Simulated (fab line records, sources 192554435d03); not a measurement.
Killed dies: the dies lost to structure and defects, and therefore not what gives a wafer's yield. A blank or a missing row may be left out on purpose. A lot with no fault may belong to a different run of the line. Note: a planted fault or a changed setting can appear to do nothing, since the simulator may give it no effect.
Matching of chambers -- flow n5_finfet -- N5_BEOL_M3_ALD_98 on ald_sin-01: 4 sister chambers
The step deposits SiO2, target thk 2.5 nm, pulse time 1 s, co reactant pulse time 1 s. 8 wafers are shown with their chamber, then 8 later ones without.

WAFERS, EACH WITH ITS CHAMBER
wafer,chamber,heater_power_w (W),precursor_pulse_height_rel
L085.3,3,72,1.016
L085.5,2,74,1.018
L087.5,0,70,1.024
L087.6,1,77,0.999
L092.3,2,75,0.989
L092.4,1,77,0.999
L092.5,0,72,1.009
L093.1,3,73,1.035

WAFERS WHOSE CHAMBER IS MISSING
wafer,heater_power_w (W),precursor_pulse_height_rel
L093.2,75,1.014
L093.3,73,0.967
L093.4,73,0.988
L093.5,72,1.015
L093.6,75,0.975
L095.1,77,0.960
L095.5,77,0.998
L095.6,72,1.002

EACH ONE'S CHAMBER
wafer,from the rows above,in truth
L093.2,can't be placed: 2 or 1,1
L093.3,can't be placed: 2 or 0 or 3 or 1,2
L093.4,can't be placed: 2 or 3 or 0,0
L093.5,can't be placed: 3 or 0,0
L093.6,can't be placed: 2 or 1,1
L095.1,can't be placed: 1 or 2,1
L095.5,1,1
L095.6,can't be placed: 0 or 3 or 2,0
Correctly placed: 1 of 8. From these rows, 7 cannot be placed; in 7 the true chamber is one of the candidates. Placed wrongly: 0.
How it was worked out, from the rows above alone: a wafer's distance from a chamber is the root of the sum, over the readings, of the square of ((its reading less the chamber's mean) divided by the reading's scatter). If the next closest chamber is less than 2 further off than the closest, the wafer can't be placed; otherwise it belongs to the closest. The mean given for a chamber averages the wafers shown for that chamber. The scatter: take each reading less its chamber's mean, square it, sum over the shown wafers, divide by the number of wafers less the number of chambers, and take the root.
